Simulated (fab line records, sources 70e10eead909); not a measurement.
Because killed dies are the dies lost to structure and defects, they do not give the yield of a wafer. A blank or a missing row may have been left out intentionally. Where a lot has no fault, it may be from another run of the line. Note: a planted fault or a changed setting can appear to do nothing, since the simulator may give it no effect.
fab line records	flow nand-harc
record: lots: 6	wafers: 18	last-day: 23
route steps=1159 shown A_SLIT@802 A_SIN_REMOVE@804 A_WL_FILL@809 END@1159
lots that met no fault: from a run of the same line without faults
start-h: hours from the record's opening day to when the first of the lot's shown wafers began	wait-h: hours since the lot's step before	" unchanged from the row above	L1.1+2: a row that stands for several wafers	- either no value or no given start	* or withheld: withheld	< > ~ a bound
route shown NAME@n: NAME is a module with steps in the file, n the number in the route of the first one	usual: mean and standard deviation over wafers with no fault	same: alike in all rows	chamber/n: place in a boat	sites: the reading at each site	_std_site: the standard deviation of these	_edge_site: the outer-site mean with the inner-site mean subtracted	radius-mm: for every site, how far away it sits from the centre of the wafer	mask NAME#n: copy n	behind: the most recent tool/chamber to have shaped the wafer	hold: what put the lot on hold/how long, in hours/how the hold closed	device: the transistor (n, p or np) that didn't switch	end of line: tests run on the same wafers once the route is complete	step lacking rows: just its recipe	killed: dies lost to structure and defects at the first sort, not the wafer's yield	map: the dies of a wafer, with x for killed, . for not killed, _ for no die there
set.NAME: the setting as run; set.NAME@STEP: as run at that earlier step	model.NAME: the simulator's own value behind a step, which no gauge read
certain route steps with their lots: each step a table, each wafer a row
services: when a tool's chamber went out of use (start-h, in hours from the record's first day, below 0 if earlier), for how many hours, and the reason
== steps ==
step: NHARC_A_SLIT_SRD_20
step: NHARC_A_SLIT_CD_MEAS_21
usual: cd-nm: 289.7/1
lot.wafer	tool	chamber	start-h	wait-h	cd-nm
L857.2	cd-sem-02	-	356.57	-	291.4
L857.3	"	-	"	"	290.6
L857.4	"	-	"	"	291.4
L858.3	cd-sem-01	-	357.69	-	289.5
L858.5	"	-	"	"	289.5
L858.6	"	-	"	"	289.6
L865.2	cd-sem-03	-	394.25	-	291.2
L865.3	"	-	"	"	290.1
L865.5	"	-	"	"	290.7
L868.1	cd-sem-01	-	397.31	-	289.2
L868.4	"	-	"	"	289.5
L868.5	"	-	"	"	289.6
L869.2	cd-sem-02	-	409.91	-	290.2
L869.3	"	-	"	"	290.0
L869.4	"	-	"	"	289.8
L867.2	cd-sem-03	-	410.39	-	289.2
L867.5	"	-	"	"	289.1
L867.6	"	-	"	"	288.7
step: NHARC_A_SIN_REMOVE_WET_00
recipe: temp-c: 160	time-s: 15300	chemistry: H3PO4
step: NHARC_A_SIN_REMOVE_PRECLEAN_01
recipe: time-s: *	temp-c: 50	bath-age-min: 0	chemistry: SC1
step: NHARC_A_SIN_REMOVE_SRD_02
step: NHARC_A_SIN_REMOVE_INSPECT_04
usual: raw-defect-count: 302/71
lot.wafer	tool	chamber	start-h	wait-h	raw-defect-count
L857.2	defect-inspect-01	-	362.59	0.0	208
L857.3	"	-	"	"	205
L857.4	"	-	"	"	346
L858.3	defect-inspect-02	-	365.38	0.0	461
L858.5	"	-	"	"	283
L858.6	"	-	"	"	466
L865.2	defect-inspect-02	-	401.72	0.0	340
L865.3	"	-	"	"	328
L865.5	"	-	"	"	348
L868.1	defect-inspect-02	-	405.04	0.0	345
L868.4	"	-	"	"	422
L868.5	"	-	"	"	347
L869.2	defect-inspect-02	-	417.56	0.0	226
L869.3	"	-	"	"	242
L869.4	"	-	"	"	317
L867.2	defect-inspect-01	-	417.57	0.0	214
L867.5	"	-	"	"	244
L867.6	"	-	"	"	206
step: NHARC_A_WL_FILL_ALD_00
recipe: target-thk-a: 30	pulse-time-s: 3	ald-cycles: 30	temp-c: 300	material: Al2O3
usual: heater-power-w: 470/36	precursor-pulse-height-rel: 0.998/0.019
lot.wafer	tool	chamber	start-h	wait-h	heater-power-w	precursor-pulse-height-rel
L857.3	ald-hk-02	0	362.65	0.1	487	1.001
L857.2	"	2	"	"	556	1.012
L857.4	"	3	"	"	418	1.041
L858.3	ald-hk-03	0	365.86	0.5	450	0.999
L858.6	"	3	"	"	460	1.000
L858.5	"	0	"	"	480	0.979
L865.3	ald-hk-03	0	401.94	0.2	485	0.947
L865.2	"	1	"	"	522	1.021
L865.5	"	0	"	"	475	0.982
L868.1	ald-hk-04	3	405.13	0.1	442	1.003
L868.4	"	1	"	"	471	0.997
L868.5	"	3	"	"	424	0.982
L869.2	ald-hk-04	2	418.46	0.9	442	1.005
L869.4	"	3	"	"	443	0.995
L869.3	"	1	"	"	466	0.961
L867.2	ald-hk-04	2	418.63	1.1	451	0.979
L867.5	"	2	"	"	433	1.000
L867.6	"	3	"	"	443	0.996
step: NHARC_A_WL_FILL_RTA_01
recipe: temp-c: 1000	time-s: 5
usual: lamp-power-pct: 29.9/2.4	wafer_temp_C_max: 1004.4/0.94
lot.wafer	tool	chamber	start-h	wait-h	lamp-power-pct	wafer_temp_C_max
L857.2	rtp-anneal-02	0	362.94	-	27.7	1004.6
L857.3	"	0	"	"	27.6	1003.5
L857.4	"	0	"	"	27.8	1005.0
L858.3	rtp-anneal-01	0	366.15	-	32.5	1004.3
L858.5	"	0	"	"	32.6	1004.6
L858.6	"	0	"	"	32.5	1003.3
L865.2	rtp-anneal-02	0	402.31	-	27.7	1006.1
L865.3	"	0	"	"	27.7	1004.9
L865.5	"	0	"	"	27.7	1006.1
L868.1	rtp-anneal-01	0	405.37	-	32.6	1003.0
L868.4	"	0	"	"	32.7	1003.8
L868.5	"	0	"	"	32.6	1005.4
L869.2	rtp-anneal-02	0	418.76	-	27.7	1004.0
L869.3	"	0	"	"	27.7	1003.5
L869.4	"	0	"	"	27.7	1002.6
L867.2	rtp-anneal-02	0	418.95	-	27.7	1004.3
L867.5	"	0	"	"	27.7	1004.9
L867.6	"	0	"	"	27.7	1006.4
step: NHARC_A_WL_FILL_ALD_02
recipe: target-thk-a: 20	pulse-time-s: 3	ald-cycles: 100	temp-c: 450	material: TiN
usual: heater-power-w: 1074/75	precursor-pulse-height-rel: 1.002/0.021
lot.wafer	tool	chamber	start-h	wait-h	heater-power-w	precursor-pulse-height-rel
L857.2	ald-metal-03	3	363.13	0.2	1111	1.005
L857.3	"	0	"	"	1016	1.008
L857.4	"	2	"	"	1173	0.980
L858.3	ald-metal-03	0	366.35	0.2	1009	1.029
L858.6	"	3	"	"	1064	0.974
L858.5	"	0	"	"	1004	0.996
L865.2	ald-metal-02	3	402.57	0.2	1080	1.010
L865.3	"	0	"	"	1079	0.999
L865.5	"	2	"	"	1059	1.008
L868.1	ald-metal-02	3	405.59	0.2	1049	1.023
L868.4	"	1	"	"	970	0.996
L868.5	"	0	"	"	1074	0.991
L869.2	ald-metal-04	2	418.95	0.2	1130	1.025
L869.3	"	3	"	"	1045	1.027
L869.4	"	1	"	"	976	1.024
L867.2	ald-metal-03	3	419.25	0.3	1057	1.018
L867.6	"	0	"	"	1046	1.016
L867.5	"	1	"	"	961	0.980
step: NHARC_A_WL_FILL_CVD_03
recipe: target-thk-a: 400	temp-c: 300	pressure-torr: 40	wf6-flow-sccm: 40	h2-flow-sccm: 1600	ar-flow-sccm: 1560	time-s: 3302	material: W
usual: chamber-pressure-Torr: 39.99/0.09	heater-power-w: 501/77	mfc-wf6-sccm: 40.00/0.12	throttle-valve-pct: 7.95/0.17
lot.wafer	tool	chamber	start-h	wait-h	chamber-pressure-Torr	heater-power-w	mfc-wf6-sccm	throttle-valve-pct
L857.2	cvd-w-02	1	363.57	0.1	39.91	509	40.09	8.54
L857.4	"	1	"	"	39.93	515	39.94	8.19
L857.3	"	0	"	"	39.92	390	39.66	7.96
L858.3	cvd-w-01	0	372.62	5.9	39.86	455	40.06	8.09
L858.5	"	1	"	"	40.03	603	39.94	7.92
L858.6	"	0	"	"	39.93	459	39.95	7.75
L865.2	cvd-w-01	0	406.11	3.2	40.02	463	40.11	7.84
L865.3	"	1	"	"	40.00	602	39.89	7.75
L865.5	"	1	"	"	39.91	600	39.92	7.72
L868.1	cvd-w-01	0	409.20	3.2	39.82	458	39.89	7.75
L868.4	"	0	"	"	39.96	473	40.17	8.09
L868.5	"	1	411.56	5.6	39.77	608	39.87	8.05
L869.2	cvd-w-02	0	420.54	1.2	40.08	388	40.09	7.85
L869.4	"	1	"	"	40.00	519	40.03	8.34
L869.3	"	0	"	"	39.98	405	40.00	7.59
L867.2	cvd-w-01	0	421.15	1.6	40.20	475	40.00	8.06
L867.5	"	1	422.58	3.1	39.97	619	39.88	8.15
L867.6	"	0	"	"	40.07	469	40.20	7.81
step: NHARC_A_WL_FILL_ETCHBACK_04
recipe: target-depth-a: 600	time-s: 120	chemistry: NF3
usual: drypump-motor-current-A: 5.77/0.23	oes-product-au: 1.001/0.0096	run-length-s: 141.3/0.42
lot.wafer	tool	chamber	start-h	wait-h	drypump-motor-current-A	oes-product-au	rf-hours-counter-h	run-length-s
L857.2	rie-metal-01	1	366.91	2.9	6.10	0.990	0.8	141.1
L857.4	"	0	"	"	5.79	1.005	-	141.8
L857.3	"	1	"	"	6.07	1.004	-	141.0
L858.3	rie-metal-03	1	374.58	1.5	5.33	1.013	-	141.7
L858.5	"	1	"	"	5.32	1.005	-	141.4
L858.6	"	0	"	"	5.84	0.987	-	142.3
L865.2	rie-metal-03	0	408.95	2.4	5.81	0.989	3.5	145.9
L865.3	"	0	"	"	5.82	1.000	-	146.6
L865.5	"	0	"	"	5.81	0.999	-	146.1
L868.1	rie-metal-03	0	412.52	2.8	5.81	0.994	3.8	145.7
L868.4	"	0	"	"	5.82	0.999	-	146.6
L868.5	"	1	"	"	5.32	1.004	-	145.5
L869.2	rie-metal-02	1	423.42	2.4	5.89	1.008	0.6	140.8
L869.3	"	0	"	"	5.64	1.015	-	141.0
L869.4	"	1	"	"	5.89	1.002	-	141.1
L867.2	rie-metal-01	1	424.11	2.5	6.05	0.991	-	141.0
L867.5	"	1	"	"	6.03	0.992	-	141.7
L867.6	"	1	"	"	6.04	0.989	-	141.4
step: NHARC_A_WL_FILL_ETCHBACK_05
recipe: target-depth-a: 220	time-s: 60	temp-c: 40	chemistry: Cl2/BCl3
usual: drypump-motor-current-A: 5.77/0.23	oes-product-au: 1.001/0.011	run-length-s: 81.3/0.39
lot.wafer	tool	chamber	start-h	wait-h	drypump-motor-current-A	oes-product-au	rf-hours-counter-h	run-length-s
L857.2	rie-metal-01	1	367.12	0.2	6.01	0.999	0.9	81.5
L857.3	"	1	"	"	6.02	0.989	-	80.9
L857.4	"	0	"	"	5.80	1.017	-	81.1
L858.3	rie-metal-03	1	374.79	0.2	5.30	1.026	-	81.5
L858.6	"	0	"	"	5.83	0.994	-	81.9
L858.5	"	1	"	"	5.30	1.017	-	81.3
L865.2	rie-metal-03	1	409.18	0.2	5.32	1.020	3.7	81.8
L865.3	"	0	"	"	5.81	0.990	-	81.9
L865.5	"	1	"	"	5.32	1.023	-	81.4
L868.1	rie-metal-03	1	412.77	0.2	5.33	1.017	3.9	81.4
L868.4	"	1	"	"	5.35	1.010	-	81.3
L868.5	"	1	"	"	5.29	1.017	-	81.4
L869.2	rie-metal-02	0	423.64	0.2	5.66	0.993	0.7	81.1
L869.3	"	1	"	"	5.89	0.993	-	80.9
L869.4	"	0	"	"	5.67	1.001	-	81.0
L867.2	rie-metal-01	1	424.50	0.3	6.01	0.991	-	81.5
L867.5	"	1	"	"	6.02	0.984	-	81.0
L867.6	"	1	"	"	5.99	0.986	-	81.1
step: NHARC_END_SORT_01
recipe: temp-c: 25
usual: killed-at-array: 29/10	killed-at-other: 0.7/1.1	killed-at-periphery: 3.2/2.2	killed-dies: 33/11	killed-open: 3.5/1.8	killed-short: 2.0/1.4
same: gross-dies: 677
lot.wafer	tool	chamber	start-h	wait-h	killed-at-array	killed-at-other	killed-at-periphery	killed-dies	killed-open	killed-short
L857.2	prober-01	0	490.97	2.8	30	0	2	32	8	3
L857.3	prober-01	0	491.79	3.1	28	0	0	28	3	0
L857.4	prober-01	0	492.60	3.5	32	0	2	34	2	1
L858.3	prober-02	0	491.96	3.1	19	0	5	24	0	2
L858.5	prober-02	0	493.59	3.8	15	0	2	17	5	1
L858.6	prober-02	0	494.41	4.1	24	0	0	24	3	1
L865.2	prober-02	0	514.73	2.8	41	0	9	50	4	5
L865.3	prober-02	0	515.52	3.1	41	1	5	47	1	1
L865.5	prober-02	0	517.11	3.7	30	1	5	36	7	0
L868.1	prober-01	0	521.57	2.5	24	0	2	26	7	1
L868.4	prober-01	0	524.00	3.4	16	0	2	18	3	0
L868.5	prober-01	0	524.81	3.7	16	2	0	18	0	1
L867.2	prober-02	0	535.11	2.8	22	1	0	23	2	2
L867.5	prober-02	0	537.51	3.7	12	0	3	15	3	2
L867.6	prober-02	0	538.31	4.0	20	0	3	23	2	4
L869.2	prober-02	0	542.95	2.8	30	0	2	32	2	1
L869.3	prober-02	0	543.75	3.1	33	0	2	35	2	1
L869.4	prober-02	0	544.56	3.4	38	0	2	40	1	2
killed by level:class
L857.2 A_SLIT:chamber-film-flake=10 A_STAIRCASE:chamber-film-flake=4 A_CONTACT:geometric-particle:open=3 A_BLC:geometric-particle:open=2 A_CHANNEL_HOLE_D1:chamber-film-flake=2 A_M1:chamber-film-flake=2 P_GATE:geometric-particle:short=1 P_CONTACT:geometric-particle:short=1
L857.3 A_SLIT:chamber-film-flake=11 A_CHANNEL_HOLE_D1:chamber-film-flake=5 A_STAIRCASE:chamber-film-flake=3 A_CONTACT:chamber-film-flake=3 A_M1:chamber-film-flake=3 A_ONON_D1:geometric-particle:open=1 A_CHANNEL_FILL_D1:geometric-particle:open=1 A_M0:geometric-particle:open=1
L858.3 A_CHANNEL_HOLE_D1:chamber-film-flake=14 P_BONDPAD:chamber-film-flake=3 A_STAIRCASE:chamber-film-flake=2 P_GATE:geometric-particle:short=1 A_M1:geometric-particle:short=1 P_STI:chamber-film-flake=1 A_SLIT:chamber-film-flake=1 A_CONTACT:chamber-film-flake=1
L857.4 A_SLIT:chamber-film-flake=10 A_CHANNEL_HOLE_D1:chamber-film-flake=5 A_SGD_CUT:chamber-film-flake=5 A_STAIRCASE:chamber-film-flake=4 A_ZERO_WELL:chamber-film-flake=2 A_M1:chamber-film-flake=2 P_CONTACT:geometric-particle:short=1 A_CONTACT:geometric-particle:open=1
L858.5 A_CHANNEL_HOLE_D1:chamber-film-flake=8 P_M2:geometric-particle:open=1 A_ONON_D1:geometric-particle:open=1 A_CHANNEL_FILL_D1:geometric-particle:open=1 A_SGD_CUT:geometric-particle:open=1 A_CONTACT:geometric-particle:open=1 A_CONTACT:geometric-particle:short=1 P_BONDPAD:chamber-film-flake=1
L858.6 A_CHANNEL_HOLE_D1:chamber-film-flake=14 A_STAIRCASE:chamber-film-flake=2 A_CHANNEL_FILL_D1:geometric-particle:open=1 A_WL_FILL:geometric-particle:short=1 A_CONTACT:geometric-particle:open=1 A_M1:geometric-particle:open=1 A_SLIT:chamber-film-flake=1 A_WL_FILL:chamber-film-flake=1
L865.2 A_CHANNEL_HOLE_D1:chamber-film-flake=17 A_SLIT:chamber-film-flake=8 A_STAIRCASE:chamber-film-flake=5 A_CONTACT:chamber-film-flake=5 P_M2:chamber-film-flake=4 A_CONTACT:geometric-particle:short=2 P_GATE:chamber-film-flake=2 P_GATE:geometric-particle:open=1
L865.3 A_CHANNEL_HOLE_D1:chamber-film-flake=18 A_SLIT:chamber-film-flake=14 A_STAIRCASE:chamber-film-flake=6 P_M2:chamber-film-flake=3 P_GATE:chamber-film-flake=2 A_ONON_D1:geometric-particle:short=1 A_SLIT:geometric-particle:open=1 A_CONTACT:chamber-film-flake=1
L865.5 A_CHANNEL_HOLE_D1:chamber-film-flake=15 A_STAIRCASE:chamber-film-flake=4 A_ONON_D1:geometric-particle:open=3 P_M2:chamber-film-flake=3 A_CONTACT:geometric-particle:open=2 A_SLIT:chamber-film-flake=2 A_CONTACT:chamber-film-flake=2 P_GATE:geometric-particle:open=1
L868.1 A_CONTACT:chamber-film-flake=8 A_CHANNEL_HOLE_D1:chamber-film-flake=6 A_STAIRCASE:chamber-film-flake=3 A_ONON_D1:geometric-particle:open=2 A_M0:geometric-particle:open=2 P_GATE:geometric-particle:short=1 P_CONTACT:geometric-particle:open=1 A_CHANNEL_FILL_D1:geometric-particle:open=1
L868.4 A_STAIRCASE:chamber-film-flake=5 A_CHANNEL_HOLE_D1:chamber-film-flake=4 A_SLIT:chamber-film-flake=2 A_CONTACT:chamber-film-flake=2 P_M0:geometric-particle:open=1 A_CONTACT:geometric-particle:open=1 A_BLC:geometric-particle:open=1 P_BONDPAD:chamber-film-flake=1
L868.5 A_CHANNEL_HOLE_D1:chamber-film-flake=9 A_CONTACT:chamber-film-flake=4 A_SLIT:chamber-film-flake=2 THIN_TSV:chamber-film-flake=2 A_WL_FILL:geometric-particle:short=1
L867.2 A_CONTACT:chamber-film-flake=6 A_BONDPAD:chamber-film-flake=6 A_CHANNEL_HOLE_D1:chamber-film-flake=5 A_WL_FILL:geometric-particle:short=2 A_ONON_D1:geometric-particle:open=1 A_M0:geometric-particle:open=1 A_SGD_CUT:chamber-film-flake=1 HYBRID_BOND:latent=1
L867.5 A_CONTACT:chamber-film-flake=4 A_CONTACT:geometric-particle:open=2 A_STAIRCASE:chamber-film-flake=2 A_BONDPAD:chamber-film-flake=2 P_GATE:geometric-particle:short=1 P_CONTACT:geometric-particle:short=1 A_WL_FILL:geometric-particle:open=1 P_BONDPAD:chamber-film-flake=1
L867.6 A_CHANNEL_HOLE_D1:chamber-film-flake=7 A_CONTACT:chamber-film-flake=5 A_BONDPAD:chamber-film-flake=4 A_WL_FILL:geometric-particle:short=3 P_STI:geometric-particle:open=1 P_CONTACT:geometric-particle:open=1 P_M0:geometric-particle:short=1 A_STAIRCASE:chamber-film-flake=1
L869.2 A_CHANNEL_HOLE_D1:chamber-film-flake=11 A_SLIT:chamber-film-flake=9 A_CONTACT:chamber-film-flake=3 A_CHANNEL_FILL_D1:chamber-film-flake=2 A_CHANNEL_FILL_D1:geometric-particle:open=1 A_CHANNEL_FILL_D1:geometric-particle:short=1 A_M0:geometric-particle:open=1 P_STI:chamber-film-flake=1
L869.3 A_CHANNEL_HOLE_D1:chamber-film-flake=18 A_SLIT:chamber-film-flake=9 P_STI:chamber-film-flake=2 A_CONTACT:chamber-film-flake=2 A_SGD_CUT:geometric-particle:short=1 A_CONTACT:geometric-particle:open=1 A_M1:geometric-particle:open=1 A_WL_FILL:chamber-film-flake=1
L869.4 A_CHANNEL_HOLE_D1:chamber-film-flake=20 A_SLIT:chamber-film-flake=13 A_WL_FILL:geometric-particle:short=2 P_GATE:geometric-particle:open=1 P_STI:chamber-film-flake=1 A_STAIRCASE:chamber-film-flake=1 A_CONTACT:chamber-film-flake=1 A_M1:chamber-film-flake=1
== services ==
tool	chamber	start-h	hours	kind
rie-metal-01	0	341.00	-	clean
rie-metal-01	1	341.00	-	clean
rie-metal-02	-	345.89	0.8	repair
cvd-w-01	-	363.77	0.2	repair
ald-metal-02	-	364.00	10.0	pm
ald-metal-02	0	364.00	10.0	vent-cycle
ald-metal-02	1	364.00	10.0	vent-cycle
ald-metal-02	2	364.00	10.0	vent-cycle
ald-metal-02	3	364.00	10.0	vent-cycle
ald-metal-03	-	364.20	0.6	repair
ald-hk-04	0	366.12	10.0	vent-cycle
ald-hk-04	1	366.12	10.0	vent-cycle
ald-metal-02	0	374.00	-	clean
ald-hk-04	0	376.12	-	clean
ald-hk-04	1	376.12	-	clean
ald-hk-04	2	376.12	-	clean
ald-hk-04	3	376.12	-	clean
cvd-w-02	-	379.08	13.0	pm
rie-metal-02	-	388.00	9.0	pm
ald-metal-04	-	390.74	2.7	repair
rie-metal-01	0	403.33	64.6	repair
ald-metal-04	-	406.00	10.0	pm
ald-metal-02	-	409.27	1.3	repair
ald-metal-04	-	417.38	0.8	repair
== key ==
first-sign: step: NHARC_A_WL_FILL_ETCHBACK_04	reading: run-length-s	direction: up	sigmas: 11	usual: *	struck: *
effect none on later readings
met-at NHARC_A_WL_FILL_ETCHBACK_04
struck-wafers L865.2,L865.3,L865.5,L868.1,L868.4,L868.5
tester-left-out L865,L868
onset-between 374.58 408.95
fault: kind: process-parameter-drift	tool: rie-metal-03	chamber: -	onset-h: 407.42	steps: NHARC_A_WL_FILL_ETCHBACK_04	channel: time-s	offset: *	shape: step	end-h: 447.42	acts-in: *	stated: *
tester-left-out: of these lots the tester's yield and bins aren't shown, on N5 and GAA mostly nor the transistor test; their killed dies are dies lost to structure and defects alone, not to doping, threshold or leakage, so they don't give the yield
